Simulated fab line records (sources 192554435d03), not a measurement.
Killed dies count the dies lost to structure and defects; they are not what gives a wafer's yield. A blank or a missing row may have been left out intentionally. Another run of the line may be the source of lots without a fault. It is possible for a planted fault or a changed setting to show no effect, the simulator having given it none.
fab line records -- flow n5Finfet -- part 2 of 2: steps 5 to 6 of 6
record: lots: 22, wafers: 66, lastDay: 18
route steps=1938 shown BEOL_M6@1257 BEOL_M7@1263
lots that met no fault: from a run of the same line without faults
startH: start of the lot's first displayed wafer, in hours after the record's first day -- waitH: hours elapsed since this lot's preceding step -- " the same as in the row above -- L1.1+2: several wafers, shown together as one row -- - no value, or no start was given -- * or withheld: withheld -- < > ~ a bound
route shown NAME@n: a module of which the file shows steps, and the number in the route of the first -- usual: mean and standard deviation over wafers with no fault -- same: alike in all rows -- chamber/n: place in a boat -- sites: per-site readings -- _std_site: their standard deviation -- _edge_site: inner sites' mean taken away from outer sites' mean -- radiusMm: how far each site lies from the wafer's centre -- mask NAME#n: copy n -- behind: the most recent tool/chamber to have shaped the wafer -- hold: reason for holding the lot/hours on hold/outcome of the hold -- device: transistor that didn't switch, given as n, p or np -- end of line: the same wafers' tests at the end of the route -- step lacking rows: just its recipe -- killed: count of dies lost to structure and defects at first sort (not the wafer's yield) -- map: shows each die of a wafer: x if killed, . if not, _ if none is there
set.NAME: the setting as run; set.NAME@STEP: as run at that earlier step -- model.NAME: the simulator's own value behind a step, which no gauge read
the route's steps for a sample of lots (tables are steps, rows are wafers)
services: when a tool's chamber went out of use (startH, in hours from the record's first day, below 0 if earlier), for how many hours, and the reason
== steps ==
step: N5_BEOL_M7_STRIP_36
recipe: chemistry: N2/H2, powerW: 450, tempC: 40, pressureMtorr: 20, rfFrequencyHz: 6e+07, overashFraction: 0.3, biasPowerW: 7, h2Frac: 0.5, n2FlowSccm: 200, h2FlowSccm: 200
usual: drypumpMotorCurrentA: 5.7/0.41, h2FlowSccm: 200.0/0.55, n2FlowSccm: 200.0/0.54, oesProductAu: 0.80/0.092, rfVppV: 59.3/1.4, showerheadPlenumPTorr: 2.56/0.097, throttleValvePct: 23.89/0.3
lot.wafer,tool,chamber,startH,waitH,drypumpMotorCurrentA,h2FlowSccm,n2FlowSccm,oesProductAu,rfHoursCounterH,rfVppV,showerheadPlenumPTorr,throttleValvePct
L076.2,rieDiel-02,3,184.68,0.0,6.3,199.6,200.5,0.77,130,61.4,2.33,23.86
L076.4,rieDiel-02,0,184.68,0.0,5.7,199.7,199.6,0.74,178,61.6,2.67,24.38
L076.5,rieDiel-02,1,184.68,0.0,5.8,201.4,200.0,0.73,-,59.6,2.53,23.48
L074.1,rieDiel-02,0,186.60,0.0,5.7,199.8,199.9,0.72,179,57.3,2.67,24.35
L074.2,rieDiel-02,3,186.60,0.0,6.3,199.5,200.2,0.76,130,59.2,2.33,23.87
L074.3,rieDiel-02,2,186.60,0.0,5.7,200.3,200.2,0.90,34,63.1,2.71,24.21
L077.3,rieDiel-06,3,198.01,0.0,5.1,199.8,200.5,0.96,10,58.7,2.51,23.61
L077.4,rieDiel-06,0,198.01,0.0,5.5,200.0,200.8,0.90,18,60.0,2.48,23.65
L077.6,rieDiel-06,3,198.01,0.0,5.1,198.9,200.8,0.97,-,59.3,2.51,23.60
L078.2,rieDiel-01,1,203.76,0.0,5.2,200.1,199.9,0.68,218,59.3,2.62,24.00
L078.4,rieDiel-01,2,203.76,0.0,5.5,200.7,200.3,0.71,219,57.9,2.60,23.82
L078.6,rieDiel-01,3,203.76,0.0,6.4,199.6,200.1,0.90,-,61.6,2.61,23.40
L079.3,rieDiel-02,3,206.56,0.0,6.3,200.6,199.1,0.76,140,60.5,2.33,23.87
L079.4,rieDiel-02,0,206.56,0.0,5.7,200.4,199.6,0.72,-,61.0,2.67,24.37
L079.5,rieDiel-02,2,206.56,0.0,5.7,200.6,200.8,0.90,-,58.5,2.71,24.23
L082.1,rieDiel-01,3,273.23,0.0,6.3,199.7,201.0,0.85,34,58.4,2.60,23.40
L082.5,rieDiel-01,3,273.23,0.0,6.4,199.9,200.2,0.86,-,58.0,2.60,23.40
L082.6,rieDiel-01,0,273.23,0.0,6.0,200.8,199.7,0.90,-,59.7,2.53,24.25
L080.2,rieDiel-01,1,275.83,0.0,5.2,199.5,200.1,0.65,246,60.1,2.61,24.03
L080.3,rieDiel-01,0,275.83,0.0,5.9,200.0,199.5,0.88,16,61.6,2.53,24.20
L080.4,rieDiel-01,2,275.83,0.0,5.5,199.6,200.7,0.70,243,59.2,2.59,23.82
L085.4,rieDiel-01,0,276.32,0.0,5.9,200.7,199.4,0.90,16,60.0,2.53,24.21
L085.5,rieDiel-01,2,276.32,0.0,5.5,200.5,200.4,0.69,-,58.3,2.59,23.82
L085.6,rieDiel-01,3,276.32,0.0,6.4,200.8,199.6,0.83,-,59.0,2.60,23.38
L083.2,rieDiel-06,2,282.46,0.0,6.2,200.4,200.3,0.66,245,59.8,2.61,23.77
L083.3,rieDiel-06,0,282.46,0.0,5.5,200.1,200.5,0.87,39,56.6,2.47,23.65
L083.4,rieDiel-06,3,282.46,0.0,5.1,199.7,201.3,0.90,40,58.0,2.50,23.66
L086.1,rieDiel-01,2,284.56,0.0,5.5,198.9,199.6,0.70,246,59.6,2.59,23.81
L086.3,rieDiel-01,0,284.56,0.0,5.9,200.8,199.9,0.90,19,61.0,2.53,24.18
L086.4,rieDiel-01,1,284.56,0.0,5.2,200.1,200.3,0.66,-,59.9,2.61,24.05
L084.1,rieDiel-01,1,285.16,0.0,5.2,200.4,200.8,0.64,250,60.3,2.61,24.04
L084.2,rieDiel-01,2,285.16,0.0,5.5,199.7,200.6,0.69,247,58.2,2.59,23.82
L084.4,rieDiel-01,0,285.16,0.0,5.9,200.2,200.8,0.90,-,59.8,2.53,24.19
L088.3,rieDiel-01,3,289.48,0.0,6.4,200.5,199.2,0.85,38,61.8,2.59,23.42
L088.5,rieDiel-01,0,289.48,0.0,5.9,200.6,200.4,0.88,-,59.0,2.52,24.21
L088.6,rieDiel-01,3,289.48,0.0,6.4,201.1,200.1,0.84,-,61.2,2.59,23.41
L090.1,rieDiel-06,2,293.36,0.0,6.2,200.1,199.3,0.67,249,60.0,2.61,23.73
L090.4,rieDiel-06,0,293.36,0.0,5.5,199.8,200.4,0.85,43,59.1,2.47,23.71
L090.6,rieDiel-06,2,293.36,0.0,6.2,200.6,200.0,0.66,-,59.3,2.61,23.73
L089.3,rieDiel-02,2,293.80,0.0,5.7,199.3,200.1,0.87,51,58.4,2.70,24.26
L089.5,rieDiel-02,3,293.80,0.0,6.3,199.7,199.4,0.75,-,58.5,2.33,23.87
L089.6,rieDiel-02,0,293.80,0.0,5.7,200.6,200.2,0.72,-,57.9,2.66,24.36
L091.1,rieDiel-06,0,302.09,0.0,5.5,199.0,199.2,0.87,44,57.4,2.47,23.66
L091.3,rieDiel-06,1,302.09,0.0,5.2,200.4,199.0,0.77,107,61.7,2.65,23.95
L091.5,rieDiel-06,0,302.09,0.0,5.5,200.1,200.2,0.85,-,58.9,2.47,23.68
L092.2,rieDiel-01,0,302.27,0.0,5.9,200.2,199.7,0.89,26,58.3,2.52,24.23
L092.4,rieDiel-01,3,302.27,0.0,6.4,200.6,199.0,0.85,-,61.5,2.59,23.44
L092.5,rieDiel-01,0,302.27,0.0,5.9,199.5,200.3,0.88,-,62.4,2.52,24.22
L093.2,rieDiel-06,0,314.05,0.0,5.5,200.3,200.0,0.86,49,60.7,2.46,23.68
L093.3,rieDiel-06,1,314.05,0.0,5.2,200.1,199.6,0.77,112,59.0,2.65,23.94
L093.4,rieDiel-06,1,314.05,0.0,5.2,198.7,199.8,0.77,-,60.6,2.65,23.97
L094.2,rieDiel-06,0,320.67,0.0,5.5,200.4,199.9,0.85,52,60.7,2.46,23.63
L094.4,rieDiel-06,0,320.67,0.0,5.5,200.1,200.5,0.84,-,60.0,2.46,23.65
L094.5,rieDiel-06,1,320.67,0.0,5.2,199.5,200.1,0.76,-,58.4,2.64,23.92
L095.2,rieDiel-01,3,324.92,0.0,6.3,199.9,200.2,0.82,53,59.5,2.59,23.46
L095.5,rieDiel-01,0,324.92,0.0,5.9,200.0,200.4,0.88,-,59.5,2.52,24.21
L095.6,rieDiel-01,3,324.92,0.0,6.4,200.4,199.8,0.82,-,61.5,2.59,23.44
L096.2,rieDiel-02,3,337.63,0.0,6.3,198.5,201.2,0.73,160,58.4,2.32,23.89
L096.3,rieDiel-02,2,337.63,0.0,5.7,200.6,200.0,0.88,60,59.8,2.70,24.23
L096.5,rieDiel-02,3,337.63,0.0,6.3,199.4,199.9,0.74,-,60.2,2.32,23.91
L081.1,rieDiel-01,0,342.39,0.0,5.9,200.2,199.3,0.85,40,58.9,2.52,24.23
L081.4,rieDiel-01,1,342.39,0.0,5.2,199.6,199.0,0.94,11,59.1,2.61,23.66
L081.5,rieDiel-01,2,342.39,0.0,5.5,200.5,199.4,0.98,-,60.6,2.59,23.76
L097.2,rieDiel-02,2,347.35,0.0,5.7,200.1,200.1,0.86,63,60.4,2.70,24.23
L097.3,rieDiel-02,3,347.35,0.0,6.3,199.9,200.2,0.74,163,54.9,2.32,23.90
L097.5,rieDiel-02,3,347.35,0.0,6.3,199.9,200.7,0.72,-,59.1,2.32,23.92
step: N5_BEOL_M7_TRENCH_ETCH_37
recipe: chemistry: C4F6/O2, targetDepthA: 934.78, target: SiCOH_lowk, timeS: 31.2, ionEnergyEv: 250, pressureMtorr: 30, sourceW: 345, biasW: 185, Ar_flow_sccm: 300, C4F6_flow_sccm: 10, O2_flow_sccm: 10
usual: drypumpMotorCurrentA: 5.7/0.42, oesProductAu: 0.80/0.092, rfVppV: 664/17, showerheadPlenumPTorr: 2.86/0.11, throttleValvePct: 20.96/0.27
lot.wafer,tool,chamber,startH,waitH,drypumpMotorCurrentA,oesProductAu,rfHoursCounterH,rfVppV,showerheadPlenumPTorr,throttleValvePct
L076.2,rieDiel-02,3,-,-,6.3,0.76,130,672,2.62,20.95
L076.4,rieDiel-02,0,-,-,5.7,0.73,178,691,2.93,21.11
L076.5,rieDiel-02,1,-,-,5.8,0.72,-,655,2.84,20.92
L074.1,rieDiel-02,0,-,-,5.7,0.74,179,692,2.93,21.10
L074.2,rieDiel-02,3,-,-,6.3,0.76,130,670,2.62,20.94
L074.3,rieDiel-02,2,-,-,5.7,0.91,34,659,3.02,20.96
L077.3,rieDiel-06,3,-,-,5.1,0.97,10,636,2.82,20.95
L077.4,rieDiel-06,0,-,-,5.5,0.92,18,698,2.79,20.81
L077.6,rieDiel-06,3,-,-,5.1,0.98,-,635,2.82,20.94
L078.2,rieDiel-01,1,-,-,5.2,0.68,218,655,2.96,21.31
L078.4,rieDiel-01,2,-,-,5.5,0.73,219,657,2.95,21.24
L078.6,rieDiel-01,3,-,-,6.4,0.91,-,666,2.88,20.28
L079.3,rieDiel-02,3,-,-,6.3,0.76,140,670,2.61,20.97
L079.4,rieDiel-02,0,-,-,5.7,0.74,-,692,2.92,21.11
L079.5,rieDiel-02,2,-,-,5.8,0.89,-,660,3.02,20.99
L082.1,rieDiel-01,3,-,-,6.4,0.85,34,667,2.87,20.33
L082.5,rieDiel-01,3,-,-,6.4,0.85,-,667,2.87,20.33
L082.6,rieDiel-01,0,-,-,5.9,0.90,-,650,2.79,20.92
L080.2,rieDiel-01,1,-,-,5.2,0.67,246,654,2.95,21.35
L080.3,rieDiel-01,0,-,-,5.9,0.90,16,650,2.79,20.94
L080.4,rieDiel-01,2,-,-,5.5,0.71,243,658,2.94,21.30
L085.4,rieDiel-01,0,-,-,5.9,0.89,16,651,2.79,20.93
L085.5,rieDiel-01,2,-,-,5.5,0.71,-,657,2.94,21.28
L085.6,rieDiel-01,3,-,-,6.4,0.84,-,665,2.87,20.33
L083.2,rieDiel-06,2,-,-,6.2,0.66,245,659,2.88,20.56
L083.3,rieDiel-06,0,-,-,5.6,0.89,39,698,2.78,20.86
L083.4,rieDiel-06,3,-,-,5.1,0.89,40,636,2.80,20.99
L086.1,rieDiel-01,2,-,-,5.5,0.70,246,657,2.94,21.29
L086.3,rieDiel-01,0,-,-,5.9,0.87,19,651,2.78,20.94
L086.4,rieDiel-01,1,-,-,5.2,0.65,-,653,2.95,21.31
L084.1,rieDiel-01,1,-,-,5.2,0.66,250,655,2.95,21.33
L084.2,rieDiel-01,2,-,-,5.5,0.70,247,657,2.94,21.29
L084.4,rieDiel-01,0,-,-,5.9,0.89,-,650,2.78,20.92
L088.3,rieDiel-01,3,-,-,6.4,0.85,38,667,2.87,20.33
L088.5,rieDiel-01,0,-,-,5.9,0.88,-,649,2.78,20.90
L088.6,rieDiel-01,3,-,-,6.4,0.85,-,666,2.87,20.32
L090.1,rieDiel-06,2,-,-,6.2,0.67,249,659,2.88,20.55
L090.4,rieDiel-06,0,-,-,5.5,0.88,43,697,2.78,20.84
L090.6,rieDiel-06,2,-,-,6.2,0.67,-,657,2.88,20.57
L089.3,rieDiel-02,2,-,-,5.7,0.88,51,659,3.01,20.98
L089.5,rieDiel-02,3,-,-,6.3,0.75,-,672,2.61,20.96
L089.6,rieDiel-02,0,-,-,5.7,0.72,-,692,2.92,21.13
L091.1,rieDiel-06,0,-,-,5.5,0.89,44,698,2.78,20.85
L091.3,rieDiel-06,1,-,-,5.2,0.79,107,684,2.97,21.16
L091.5,rieDiel-06,0,-,-,5.5,0.88,-,696,2.78,20.87
L092.2,rieDiel-01,0,-,-,5.9,0.87,26,650,2.78,20.94
L092.4,rieDiel-01,3,-,-,6.3,0.84,-,667,2.86,20.35
L092.5,rieDiel-01,0,-,-,5.9,0.86,-,650,2.78,20.93
L093.2,rieDiel-06,0,-,-,5.5,0.87,49,698,2.78,20.86
L093.3,rieDiel-06,1,-,-,5.2,0.77,112,686,2.96,21.19
L093.4,rieDiel-06,1,-,-,5.2,0.78,-,685,2.96,21.19
L094.2,rieDiel-06,0,-,-,5.5,0.86,52,698,2.78,20.84
L094.4,rieDiel-06,0,-,-,5.5,0.87,-,697,2.78,20.87
L094.5,rieDiel-06,1,-,-,5.3,0.77,-,685,2.96,21.18
L095.2,rieDiel-01,3,-,-,6.4,0.83,53,664,2.86,20.36
L095.5,rieDiel-01,0,-,-,5.9,0.86,-,649,2.78,20.95
L095.6,rieDiel-01,3,-,-,6.4,0.83,-,667,2.86,20.36
L096.2,rieDiel-02,3,-,-,6.3,0.74,160,670,2.61,20.97
L096.3,rieDiel-02,2,-,-,5.7,0.88,60,659,3.01,20.99
L096.5,rieDiel-02,3,-,-,6.3,0.74,-,669,2.61,20.98
L081.1,rieDiel-01,0,-,-,5.9,0.85,40,650,2.78,20.94
L081.4,rieDiel-01,1,-,-,5.2,0.96,11,655,2.94,20.97
L081.5,rieDiel-01,2,-,-,5.5,1.00,-,659,2.93,21.07
L097.2,rieDiel-02,2,-,-,5.7,0.87,63,661,3.01,21.00
L097.3,rieDiel-02,3,-,-,6.3,0.73,163,669,2.60,20.99
L097.5,rieDiel-02,3,-,-,6.3,0.74,-,670,2.60,20.99
== services ==
tool,chamber,startH,hours,kind
cmp-02,-,158.67,5.4,repair
cmp-02,-,171.19,4.0,pm
cmp-01,-,173.37,2.0,repair
pecvd-04,1,173.69,4.9,repair
pecvd-04,-,177.58,2.6,repair
cmp-04,-,191.92,2.2,repair
pecvd-02,2,196.13,23.6,repair
rieDiel-02,1,196.13,24.9,repair
cmp-04,-,201.79,0.5,repair
cmp-02,-,213.75,2.0,repair
rieDiel-01,2,218.89,6.3,repair
cmp-04,-,220.89,4.0,pm
rieDiel-06,2,227.39,4.3,repair
cmp-04,-,227.96,6.5,pm
cmp-01,-,228.10,4.0,pm
rieDiel-06,1,244.69,4.1,repair
pecvd-02,2,250.05,17.9,repair
cmp-04,-,256.92,1.8,repair
rieDiel-01,3,282.73,4.1,repair
cmp-02,-,288.08,8.8,pm
rieDiel-01,0,304.06,1.6,repair
rieDiel-06,-,331.06,0.5,repair
cmp-02,-,337.50,3.4,pm
pecvd-04,-,346.76,2.3,repair
